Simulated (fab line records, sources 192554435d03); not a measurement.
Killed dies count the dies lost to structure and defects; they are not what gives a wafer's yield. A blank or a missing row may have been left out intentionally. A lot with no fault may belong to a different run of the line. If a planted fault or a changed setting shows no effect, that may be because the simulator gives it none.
fab line records    flow n5_finfet
[record] lots = 24  wafers = 72  last_day = 18
route steps=1938 shown BEOL_M13@1671 BEOL_M14@1727
lots untouched by any fault: they come from a run of this same line in which no faults occurred
start_h: start of the lot's first displayed wafer, in hours after the record's first day    wait_h: hours since the lot's step before    " same as the row above    L1.1+2: one row covering several wafers at once    - no value, or no start given    * or withheld: withheld    < > ~ a bound
route shown NAME@n: names a module that has steps shown in the file, with the first one's number in the route    usual: the fault-free wafers' mean and standard deviation    same: alike in all rows    chamber/n: place in a boat    sites: per-site readings    _std_site: their standard deviation    _edge_site: outer sites' mean less inner sites'    radius_mm: how far each site lies from the wafer's centre    mask NAME#n: copy n    behind: the most recent tool/chamber to have shaped the wafer    hold: reason for holding the lot/hours on hold/outcome of the hold    device: whichever transistor did not switch (one of n, p or np)    end of line: at the end of the route, the tests of the same wafers    where a step has no rows: the recipe by itself    killed: at the first sort, the dies lost to defects and structure; wafer yield is something else    map: per-die view of a wafer (x killed, . not killed, _ where there is no die)
set.NAME: setting as actually run; set.NAME@STEP: the setting as run at that earlier step    model.NAME: the simulator's own value behind a step, which no gauge read
the route's steps for a sample of lots (tables are steps, rows are wafers)
services: when a tool's chamber went out of use (start_h, in hours from the record's first day, below 0 if earlier), for how many hours, and the reason
[[steps]]
[step N5_BEOL_M13_INSPECT_12]
[recipe] mode = adi  inspect_instrument = macro
[usual] raw_defect_count = 2/1.4
lot.wafer  tool               chamber  start_h  wait_h  raw_defect_count
L074.3     defect_inspect-01  -        248.79   0.0     4
L074.4     "                  -        "        "       2
L074.6     "                  -        "        "       0
L075.1     defect_inspect-01  -        258.53   0.0     2
L075.2     "                  -        "        "       3
L075.4     "                  -        "        "       0
L077.2     defect_inspect-01  -        267.36   0.0     2
L077.5     "                  -        "        "       1
L077.6     "                  -        "        "       4
L076.2     defect_inspect-02  -        277.41   0.0     2
L076.3     "                  -        "        "       0
L076.4     "                  -        "        "       0
L079.3     defect_inspect-02  -        281.87   0.0     1
L079.4     "                  -        "        "       2
L079.6     "                  -        "        "       3
L080.1     defect_inspect-02  -        282.09   0.0     0
L080.3     "                  -        "        "       3
L080.4     "                  -        "        "       2
L081.2     defect_inspect-02  -        282.43   0.0     3
L081.3     "                  -        "        "       1
L081.5     "                  -        "        "       5
L082.3     defect_inspect-01  -        297.75   0.0     1
L082.4     "                  -        "        "       6
L082.6     "                  -        "        "       1
L078.1     defect_inspect-02  -        303.59   0.0     2
L078.4     "                  -        "        "       1
L078.5     "                  -        "        "       1
L083.4     defect_inspect-01  -        306.98   0.0     3
L083.5     "                  -        "        "       2
L083.6     "                  -        "        "       3
L084.2     defect_inspect-02  -        312.33   0.0     6
L084.4     "                  -        "        "       1
L084.6     "                  -        "        "       3
L085.1     defect_inspect-01  -        333.49   0.0     1
L085.2     "                  -        "        "       1
L085.6     "                  -        "        "       1
L086.2     defect_inspect-01  -        333.73   0.0     2
L086.5     "                  -        "        "       2
L086.6     "                  -        "        "       2
L088.1     defect_inspect-02  -        341.78   0.0     2
L088.2     "                  -        "        "       2
L088.3     "                  -        "        "       2
L087.2     defect_inspect-02  -        348.96   0.0     2
L087.3     "                  -        "        "       4
L087.6     "                  -        "        "       1
L090.1     defect_inspect-02  -        362.00   0.0     1
L090.3     "                  -        "        "       2
L090.5     "                  -        "        "       3
L089.2     defect_inspect-02  -        367.67   0.0     1
L089.4     "                  -        "        "       1
L089.6     "                  -        "        "       2
L091.1     defect_inspect-01  -        369.35   0.0     2
L091.2     "                  -        "        "       0
L091.4     "                  -        "        "       0
L092.1     defect_inspect-02  -        377.52   0.0     1
L092.3     "                  -        "        "       1
L092.4     "                  -        "        "       1
L095.1     defect_inspect-01  -        386.24   0.0     3
L095.2     "                  -        "        "       1
L095.4     "                  -        "        "       2
L094.2     defect_inspect-02  -        386.81   0.0     3
L094.3     "                  -        "        "       0
L094.5     "                  -        "        "       3
L093.1     defect_inspect-01  -        389.82   0.0     1
L093.5     "                  -        "        "       3
L093.6     "                  -        "        "       1
L096.4     defect_inspect-02  -        396.37   0.0     3
L096.5     "                  -        "        "       5
L096.6     "                  -        "        "       3
L097.2     defect_inspect-01  -        397.92   0.0     7
L097.4     "                  -        "        "       4
L097.5     "                  -        "        "       0
[step N5_BEOL_M13_CD_MEAS_17]
[recipe] target_cd_nm = 190  polarity = opening
[usual] cd_nm = 190.8/1.7
lot.wafer  tool       chamber  start_h  wait_h  cd_nm
L074.3     cd_sem-01  -        249.36   0.0     190.4
L074.4     "          -        "        "       192.6
L074.6     "          -        "        "       192.4
L075.1     cd_sem-02  -        259.14   0.0     192.9
L075.2     "          -        "        "       192.2
L075.4     "          -        "        "       191.0
L077.2     cd_sem-01  -        268.37   0.0     190.4
L077.5     "          -        "        "       188.5
L077.6     "          -        "        "       187.7
L076.2     cd_sem-03  -        278.42   0.0     188.3
L076.3     "          -        "        "       190.0
L076.4     "          -        "        "       191.8
L079.3     cd_sem-03  -        282.49   0.0     188.4
L079.4     "          -        "        "       189.5
L079.6     "          -        "        "       190.1
L080.1     cd_sem-01  -        282.71   0.0     187.3
L080.3     "          -        "        "       189.6
L080.4     "          -        "        "       186.8
L081.2     cd_sem-02  -        283.02   0.0     193.5
L081.3     "          -        "        "       194.1
L081.5     "          -        "        "       190.1
L082.3     cd_sem-03  -        298.31   0.0     189.8
L082.4     "          -        "        "       191.4
L082.6     "          -        "        "       190.6
L078.1     cd_sem-02  -        304.26   0.0     188.6
L078.4     "          -        "        "       188.3
L078.5     "          -        "        "       191.4
L083.4     cd_sem-03  -        307.55   0.0     191.9
L083.5     "          -        "        "       189.8
L083.6     "          -        "        "       192.7
L084.2     cd_sem-03  -        313.27   0.0     190.0
L084.4     "          -        "        "       191.3
L084.6     "          -        "        "       190.4
L085.1     cd_sem-01  -        334.05   0.0     190.3
L085.2     "          -        "        "       191.2
L085.6     "          -        "        "       189.9
L086.2     cd_sem-03  -        334.29   0.0     190.7
L086.5     "          -        "        "       192.8
L086.6     "          -        "        "       187.7
L088.1     cd_sem-01  -        342.35   0.0     190.5
L088.2     "          -        "        "       192.2
L088.3     "          -        "        "       189.8
L087.2     cd_sem-03  -        349.53   0.0     190.9
L087.3     "          -        "        "       192.3
L087.6     "          -        "        "       192.2
L090.1     cd_sem-02  -        362.56   0.0     190.8
L090.3     "          -        "        "       189.6
L090.5     "          -        "        "       189.4
L089.2     cd_sem-01  -        368.24   0.0     185.6
L089.4     "          -        "        "       188.6
L089.6     "          -        "        "       189.7
L091.1     cd_sem-03  -        369.92   0.0     190.5
L091.2     "          -        "        "       190.9
L091.4     "          -        "        "       191.8
L092.1     cd_sem-02  -        378.09   0.0     192.6
L092.3     "          -        "        "       192.1
L092.4     "          -        "        "       188.6
L095.1     cd_sem-02  -        386.80   0.0     189.5
L095.2     "          -        "        "       190.2
L095.4     "          -        "        "       192.2
L094.2     cd_sem-01  -        387.38   0.0     191.4
L094.3     "          -        "        "       190.8
L094.5     "          -        "        "       193.4
L093.1     cd_sem-02  -        390.39   0.0     191.4
L093.5     "          -        "        "       191.0
L093.6     "          -        "        "       192.8
L096.4     cd_sem-02  -        396.93   0.0     192.6
L096.5     "          -        "        "       189.7
L096.6     "          -        "        "       190.7
L097.2     cd_sem-02  -        398.49   0.0     191.3
L097.4     "          -        "        "       191.6
L097.5     "          -        "        "       190.9
[step N5_BEOL_M13_STRIP_37]
[recipe] chemistry = N2/H2  power_w = 1000  temp_c = 250  h2_frac = 0.65  overash_fraction = 0.3  pressure_mtorr = withheld  n2_flow_sccm = 1750  h2_flow_sccm = 3250
[usual] drypump_motor_current_A = 5.7/0.49  heater_power_w = 347/19  oes_product_au = 0.786/0.012
lot.wafer  tool             chamber  start_h  wait_h  drypump_motor_current_A  heater_power_w  oes_product_au  rf_hours_counter_h
L074.3     plasma_asher-01  1        251.35   0.2     6.5                      339             0.782           -
L074.4     "                0        "        "       5.1                      374             0.785           -
L074.6     "                0        "        "       5.1                      368             0.766           -
L075.1     plasma_asher-01  1        260.71   0.2     6.4                      331             0.781           77
L075.2     "                0        "        "       5.1                      385             0.785           77
L075.4     "                0        "        "       5.1                      375             0.793           -
L077.2     plasma_asher-01  1        269.74   0.3     6.4                      335             0.782           81
L077.5     "                0        "        "       5.1                      370             0.773           -
L077.6     "                1        "        "       6.4                      330             0.782           -
L076.2     plasma_asher-01  0        279.58   0.0     5.1                      382             0.773           84
L076.3     "                0        "        "       5.1                      372             0.789           -
L076.4     "                1        "        "       6.4                      333             0.775           -
L079.3     plasma_asher-02  1        283.81   0.1     5.4                      342             0.776           -
L079.4     "                0        "        "       5.8                      333             0.810           -
L079.6     "                1        "        "       5.5                      346             0.793           -
L080.1     plasma_asher-02  0        283.88   0.0     5.8                      326             0.792           121
L080.3     "                1        "        "       5.5                      348             0.802           -
L080.4     "                0        "        "       5.8                      328             0.785           -
L081.2     plasma_asher-01  1        284.17   0.0     6.4                      339             0.775           85
L081.3     "                1        "        "       6.4                      335             0.780           -
L081.5     "                0        "        "       5.1                      372             0.796           -
L082.3     plasma_asher-01  1        299.38   0.1     6.4                      333             0.790           -
L082.4     "                0        "        "       5.1                      365             0.791           -
L082.6     "                0        "        "       5.1                      362             0.814           -
L078.1     plasma_asher-02  0        305.41   0.0     5.8                      323             0.772           125
L078.4     "                0        "        "       5.8                      334             0.805           -
L078.5     "                0        "        "       5.8                      333             0.800           -
L083.4     plasma_asher-02  1        308.60   0.1     5.5                      355             0.783           -
L083.5     "                0        "        "       5.8                      321             0.788           -
L083.6     "                1        "        "       5.5                      340             0.785           -
L084.2     plasma_asher-02  1        315.54   0.0     5.5                      344             0.798           127
L084.4     "                1        "        "       5.5                      354             0.779           -
L084.6     "                0        "        "       5.8                      334             0.766           -
L085.1     plasma_asher-01  1        335.31   0.0     6.4                      338             0.786           94
L085.2     "                0        "        "       5.1                      380             0.809           94
L085.6     "                1        "        "       6.5                      336             0.789           -
L086.2     plasma_asher-02  0        335.96   0.0     5.8                      328             0.776           130
L086.5     "                1        "        "       5.5                      350             0.798           -
L086.6     "                0        "        "       5.8                      329             0.785           -
L088.1     plasma_asher-02  0        343.51   0.0     5.8                      329             0.778           132
L088.2     "                1        "        "       5.5                      349             0.770           132
L088.3     "                0        "        "       5.8                      335             0.780           -
L087.2     plasma_asher-02  1        350.57   0.0     5.5                      353             0.782           133
L087.3     "                0        "        "       5.8                      323             0.794           -
L087.6     "                0        "        "       5.8                      321             0.779           -
L090.1     plasma_asher-02  1        363.72   0.0     5.5                      352             0.781           136
L090.3     "                1        "        "       5.5                      344             0.789           -
L090.5     "                1        "        "       5.5                      346             0.760           -
L089.2     plasma_asher-02  0        369.27   0.0     5.8                      330             0.787           137
L089.4     "                0        "        "       5.8                      325             0.790           -
L089.6     "                0        "        "       5.8                      329             0.792           -
L091.1     plasma_asher-01  0        370.95   0.0     5.1                      375             0.787           102
L091.2     "                1        "        "       6.4                      336             0.803           102
L091.4     "                1        "        "       6.4                      335             0.789           -
L092.1     plasma_asher-01  1        380.42   0.0     6.4                      336             0.783           104
L092.3     "                1        "        "       6.4                      343             0.783           -
L092.4     "                0        "        "       5.1                      371             0.791           -
L095.1     plasma_asher-01  1        387.83   0.0     6.3                      332             0.776           106
L095.2     "                0        "        "       5.1                      377             0.774           106
L095.4     "                1        "        "       6.4                      337             0.780           -
L094.2     plasma_asher-02  1        388.60   0.0     5.5                      357             0.781           141
L094.3     "                0        "        "       5.8                      333             0.794           -
L094.5     "                1        "        "       5.5                      348             0.805           -
L093.1     plasma_asher-01  1        391.42   0.0     6.4                      337             0.789           107
L093.5     "                1        "        "       6.4                      335             0.789           -
L093.6     "                0        "        "       5.1                      383             0.774           -
L096.4     plasma_asher-02  1        398.11   0.1     5.5                      340             0.803           -
L096.5     "                1        "        "       5.5                      348             0.804           -
L096.6     "                0        "        "       5.8                      335             0.804           -
L097.2     plasma_asher-01  0        399.52   0.0     5.1                      374             0.783           108
L097.4     "                1        "        "       6.4                      330             0.797           -
L097.5     "                0        "        "       5.1                      370             0.809           -
[step N5_BEOL_M13_THK_MEAS_50]
[recipe] thk_meas_gauge = xrf  reads = Cu_of_BEOL_M13_ECD_47
[usual] M13_THK = 417/9.8
lot.wafer  tool           chamber  start_h  wait_h  M13_THK[nm]
L074.3     film_metro-01  -        257.05   -       433
L074.4     "              -        "        "       412
L074.6     "              -        "        "       411
L075.1     film_metro-01  -        264.37   -       409
L075.2     "              -        "        "       422
L075.4     "              -        "        "       412
L077.2     film_metro-01  -        271.35   -       427
L077.5     "              -        "        "       429
L077.6     "              -        "        "       413
L076.2     film_metro-02  -        281.37   -       412
L076.3     "              -        "        "       442
L076.4     "              -        "        "       429
L079.3     film_metro-02  -        286.85   -       429
L079.4     "              -        "        "       421
L079.6     "              -        "        "       430
L080.1     film_metro-01  -        287.98   -       441
L080.3     "              -        "        "       405
L080.4     "              -        "        "       419
L081.2     film_metro-01  -        288.52   -       408
L081.3     "              -        "        "       403
L081.5     "              -        "        "       403
L082.3     film_metro-01  -        303.49   -       400
L082.4     "              -        "        "       412
L082.6     "              -        "        "       407
L078.1     film_metro-02  -        311.78   -       415
L078.4     "              -        "        "       446
L078.5     "              -        "        "       413
L083.4     film_metro-01  -        312.12   -       413
L083.5     "              -        "        "       422
L083.6     "              -        "        "       409
L084.2     film_metro-02  -        323.13   -       424
L084.4     "              -        "        "       439
L084.6     "              -        "        "       425
L085.1     film_metro-02  -        337.51   -       434
L085.2     "              -        "        "       404
L085.6     "              -        "        "       422
L086.2     film_metro-02  -        338.01   -       437
L086.5     "              -        "        "       409
L086.6     "              -        "        "       421
L088.1     film_metro-02  -        345.05   -       415
L088.2     "              -        "        "       426
L088.3     "              -        "        "       409
L087.2     film_metro-01  -        352.37   -       429
L087.3     "              -        "        "       412
L087.6     "              -        "        "       408
L090.1     film_metro-01  -        366.47   -       412
L090.3     "              -        "        "       411
L090.5     "              -        "        "       408
L089.2     film_metro-02  -        372.12   -       415
L089.4     "              -        "        "       422
L089.6     "              -        "        "       405
L091.1     film_metro-02  -        373.47   -       400
L091.2     "              -        "        "       408
L091.4     "              -        "        "       416
L092.1     film_metro-02  -        385.81   -       430
L092.3     "              -        "        "       415
L092.4     "              -        "        "       416
L095.1     film_metro-02  -        390.51   -       410
L095.2     "              -        "        "       414
L095.4     "              -        "        "       420
L094.2     film_metro-02  -        390.90   -       426
L094.3     "              -        "        "       417
L094.5     "              -        "        "       426
L093.1     film_metro-01  -        394.68   -       413
L093.5     "              -        "        "       411
L093.6     "              -        "        "       415
L096.4     film_metro-02  -        401.17   -       418
L096.5     "              -        "        "       415
L096.6     "              -        "        "       411
L097.2     film_metro-02  -        401.56   -       427
L097.4     "              -        "        "       422
L097.5     "              -        "        "       427
[step N5_BEOL_M14_OVL_MEAS_11]
[recipe] points_per_wafer = 44
[usual] V13_OVL = -3/5.7
lot.wafer  tool        chamber  start_h  wait_h  V13_OVL[nm]
L074.3     overlay-02  0        257.77   0.0     -3
L074.4     "           0        "        "       -3
L074.6     "           0        "        "       6
L075.1     overlay-02  0        265.09   0.0     -14
L075.2     "           0        "        "       -10
L075.4     "           0        "        "       -13
L077.2     overlay-02  0        272.19   0.0     -9
L077.5     "           0        "        "       -10
L077.6     "           0        "        "       3
L076.2     overlay-01  0        282.21   0.0     -11
L076.3     "           0        "        "       -10
L076.4     "           0        "        "       -13
L079.3     overlay-01  0        287.57   0.0     -4
L079.4     "           0        "        "       7
L079.6     "           0        "        "       -4
L080.1     overlay-01  0        288.70   0.0     -6
L080.3     "           0        "        "       4
L080.4     "           0        "        "       -4
L081.2     overlay-01  0        289.37   0.0     3
L081.3     "           0        "        "       5
L081.5     "           0        "        "       12
L082.3     overlay-02  0        304.22   0.0     -3
L082.4     "           0        "        "       -12
L082.6     "           0        "        "       -10
L078.1     overlay-01  0        312.50   0.0     -3
L078.4     "           0        "        "       -1
L078.5     "           0        "        "       -2
L083.4     overlay-01  0        312.97   0.0     1
L083.5     "           0        "        "       0
L083.6     "           0        "        "       -7
L084.2     overlay-01  0        323.85   0.0     -1
L084.4     "           0        "        "       2
L084.6     "           0        "        "       0
L085.1     overlay-01  0        338.43   0.0     -4
L085.2     "           0        "        "       -5
L085.6     "           0        "        "       -4
L086.2     overlay-02  0        338.73   0.0     0
L086.5     "           0        "        "       7
L086.6     "           0        "        "       2
L088.1     overlay-01  0        345.77   0.0     -10
L088.2     "           0        "        "       -7
L088.3     "           0        "        "       -2
L087.2     overlay-01  0        353.09   0.0     -6
L087.3     "           0        "        "       -2
L087.6     "           0        "        "       -5
L090.1     overlay-01  0        367.19   0.0     5
L090.3     "           0        "        "       12
L090.5     "           0        "        "       6
L089.2     overlay-01  0        372.84   0.0     -6
L089.4     "           0        "        "       -10
L089.6     "           0        "        "       -4
L091.1     overlay-02  0        374.32   0.0     -3
L091.2     "           0        "        "       -4
L091.4     "           0        "        "       -4
L092.1     overlay-02  0        386.56   0.0     -5
L092.3     "           0        "        "       6
L092.4     "           0        "        "       -8
L095.1     overlay-02  0        391.26   0.0     5
L095.2     "           0        "        "       -1
L095.4     "           0        "        "       1
L094.2     overlay-02  0        391.74   0.0     -6
L094.3     "           0        "        "       2
L094.5     "           0        "        "       -8
L093.1     overlay-01  0        395.39   0.0     -9
L093.5     "           0        "        "       -4
L093.6     "           0        "        "       -10
L096.4     overlay-02  0        401.92   0.0     -9
L096.5     "           0        "        "       -1
L096.6     "           0        "        "       -7
L097.2     overlay-02  0        402.31   0.0     -1
L097.4     "           0        "        "       -9
L097.5     "           0        "        "       -2
[step N5_BEOL_M14_DESCUM_15]
[recipe] chemistry = O2  time_s = 7.9  source_power_w = 50  bias_power_w = 20  pressure_mtorr = 20  rf_frequency_hz = 2.712e+07  temp_c = 40  o2_flow_sccm = 225
[usual] drypump_motor_current_A = 5.7/0.41  oes_product_au = 0.85/0.07  rf_vpp_V = 243.6/1  showerhead_plenum_p_Torr = 2.12/0.055  throttle_valve_pct = 20.36/0.18
lot.wafer  tool         chamber  start_h  wait_h  drypump_motor_current_A  oes_product_au  rf_hours_counter_h  rf_vpp_V  showerhead_plenum_p_Torr  throttle_valve_pct
L074.3     rie_diel-05  2        257.82   0.0     5.7                      0.76            150                 244.5     2.18                      20.47
L074.4     "            0        "        "       5.4                      0.87            -                   241.4     2.05                      20.46
L074.6     "            1        "        "       6.2                      0.86            -                   243.4     2.14                      20.20
L075.1     rie_diel-05  0        265.15   0.0     5.3                      0.85            41                  242.9     2.05                      20.46
L075.2     "            1        "        "       6.1                      0.85            63                  242.8     2.13                      20.21
L075.4     "            1        "        "       6.1                      0.85            -                   243.6     2.13                      20.22
L077.2     rie_diel-04  0        272.25   0.0     5.3                      0.88            26                  242.6     2.15                      20.40
L077.5     "            0        "        "       5.3                      0.88            -                   243.0     2.15                      20.41
L077.6     "            2        "        "       5.9                      0.79            -                   243.1     2.19                      20.63
L076.2     rie_diel-04  1        282.27   0.0     5.4                      0.95            12                  243.8     2.14                      20.26
L076.3     "            3        "        "       5.4                      1.00            2                   242.7     2.05                      20.40
L076.4     "            2        "        "       5.9                      0.78            148                 244.1     2.19                      20.61
L079.3     rie_diel-05  1        287.63   0.0     6.1                      0.84            73                  243.3     2.13                      20.24
L079.4     "            1        "        "       6.1                      0.83            -                   244.5     2.13                      20.24
L079.6     "            0        "        "       5.4                      0.85            -                   243.4     2.05                      20.50
L080.1     rie_diel-04  0        288.99   0.3     5.3                      0.85            32                  243.8     2.14                      20.41
L080.3     "            3        "        "       5.3                      0.96            4                   241.6     2.05                      20.42
L080.4     "            1        "        "       5.3                      0.95            15                  243.8     2.14                      20.24
L081.2     rie_diel-04  0        289.67   0.3     5.3                      0.87            33                  244.7     2.14                      20.42
L081.3     "            1        "        "       5.4                      0.94            16                  244.5     2.14                      20.25
L081.5     "            3        "        "       5.3                      0.98            -                   243.5     2.05                      20.40
L082.3     rie_diel-04  3        304.28   0.0     5.3                      0.94            9                   243.3     2.05                      20.42
L082.4     "            0        "        "       5.3                      0.87            38                  242.6     2.14                      20.42
L082.6     "            2        "        "       5.9                      0.78            -                   244.5     2.19                      20.62
L078.1     rie_diel-06  1        312.78   0.3     6.4                      0.89            45                  242.8     2.13                      20.07
L078.4     "            2        "        "       6.3                      0.85            -                   244.2     2.14                      20.41
L078.5     "            3        "        "       5.7                      0.83            -                   243.6     2.10                      20.07
L083.4     rie_diel-06  2        313.14   0.1     6.4                      0.84            -                   244.6     2.14                      20.42
L083.5     "            1        "        "       6.5                      0.87            -                   242.4     2.13                      20.09
L083.6     "            3        "        "       5.7                      0.83            -                   243.5     2.10                      20.07
L084.2     rie_diel-06  1        323.90   0.0     6.4                      0.88            48                  244.3     2.13                      20.09
L084.4     "            0        "        "       5.4                      1.01            2                   246.1     2.23                      20.23
L084.6     "            1        "        "       6.5                      0.89            -                   244.5     2.13                      20.07
L085.1     rie_diel-06  1        338.49   0.0     6.5                      0.87            52                  243.9     2.13                      20.09
L085.2     "            3        "        "       5.7                      0.83            74                  243.7     2.10                      20.09
L085.6     "            0        "        "       5.3                      0.99            -                   245.5     2.23                      20.22
L086.2     rie_diel-04  2        338.86   0.1     5.8                      0.76            168                 244.1     2.19                      20.64
L086.5     "            2        "        "       5.9                      0.77            -                   244.6     2.19                      20.65
L086.6     "            3        "        "       5.4                      0.92            -                   241.6     2.05                      20.44
L088.1     rie_diel-04  1        345.83   0.0     5.4                      0.91            36                  244.7     2.13                      20.29
L088.2     "            2        "        "       5.8                      0.76            172                 244.1     2.19                      20.66
L088.3     "            3        "        "       5.3                      0.91            26                  242.9     2.04                      20.44
L087.2     rie_diel-05  3        353.15   0.0     6.1                      0.97            14                  242.1     2.04                      20.13
L087.3     "            0        "        "       5.3                      0.81            77                  244.5     2.04                      20.52
L087.6     "            0        "        "       5.3                      0.81            -                   243.3     2.04                      20.51
L090.1     rie_diel-06  2        367.24   0.0     6.4                      0.83            75                  243.7     2.14                      20.43
L090.3     "            3        "        "       5.7                      0.80            83                  244.6     2.10                      20.11
L090.5     "            1        "        "       6.5                      0.86            -                   243.6     2.12                      20.09
L089.2     rie_diel-04  1        372.90   0.0     5.4                      0.88            48                  244.4     2.13                      20.30
L089.4     "            2        "        "       5.8                      0.75            183                 243.8     2.18                      20.67
L089.6     "            0        "        "       5.3                      0.83            -                   243.9     2.14                      20.47
L091.1     rie_diel-06  0        374.37   0.0     5.3                      0.94            17                  245.3     2.23                      20.24
L091.2     "            3        "        "       5.7                      0.81            85                  241.5     2.10                      20.12
L091.4     "            2        "        "       6.4                      0.83            77                  242.8     2.13                      20.44
L092.1     rie_diel-05  0        386.62   0.0     5.4                      0.80            89                  244.1     2.03                      20.54
L092.3     "            2        "        "       5.7                      0.71            200                 243.4     2.16                      20.53
L092.4     "            3        "        "       6.2                      0.95            25                  243.0     2.03                      20.15
L095.1     rie_diel-04  0        391.32   0.0     5.3                      0.82            64                  244.9     2.13                      20.45
L095.2     "            1        "        "       5.4                      0.87            55                  243.5     2.13                      20.30
L095.4     "            2        "        "       5.8                      0.73            191                 244.7     2.18                      20.67
L094.2     rie_diel-04  1        391.80   0.0     5.4                      0.88            55                  244.6     2.13                      20.31
L094.3     "            3        "        "       5.3                      0.88            43                  242.5     2.04                      20.47
L094.5     "            1        "        "       5.4                      0.88            -                   242.8     2.13                      20.32
L093.1     rie_diel-04  3        395.45   0.0     5.4                      0.88            45                  241.9     2.04                      20.47
L093.5     "            2        "        "       5.8                      0.73            -                   245.0     2.18                      20.67
L093.6     "            1        "        "       5.4                      0.87            -                   243.5     2.13                      20.32
L096.4     rie_diel-06  1        402.00   0.0     6.5                      0.85            -                   243.9     2.12                      20.12
L096.5     "            0        "        "       5.3                      0.93            -                   245.8     2.23                      20.27
L096.6     "            3        "        "       5.7                      0.80            -                   243.3     2.09                      20.13
L097.2     rie_diel-05  1        402.49   0.2     6.1                      0.78            117                 242.0     2.12                      20.31
L097.4     "            0        "        "       5.3                      0.79            95                  242.6     2.03                      20.54
L097.5     "            0        "        "       5.3                      0.79            -                   242.9     2.03                      20.54
[[services]]
tool             chamber  start_h  hours  kind
rie_diel-04      1        229.60   -      clean
rie_diel-04      1        229.60   -      consumable_replace:focus_ring
rie_diel-04      1        229.60   21.3   scheduled_down
rie_diel-04      1        229.60   21.3   vent_cycle
rie_diel-05      3        242.46   40.9   repair
plasma_asher-02  -        245.84   33.9   repair
rie_diel-04      3        250.90   -      clean
rie_diel-04      3        250.90   -      consumable_replace:focus_ring
rie_diel-04      3        250.90   25.0   scheduled_down
rie_diel-04      3        250.90   25.0   vent_cycle
rie_diel-04      1        252.29   3.0    repair
rie_diel-06      2        275.94   2.5    repair
rie_diel-05      3        283.73   -      clean
rie_diel-05      3        283.73   -      consumable_replace:focus_ring
rie_diel-05      3        283.73   26.2   scheduled_down
rie_diel-05      3        283.73   26.2   vent_cycle
rie_diel-06      0        300.33   -      clean
rie_diel-06      0        300.33   -      consumable_replace:focus_ring
rie_diel-06      0        300.33   -      consumable_replace:showerhead
plasma_asher-02  -        346.46   2.8    pm
[[key]]
fault none
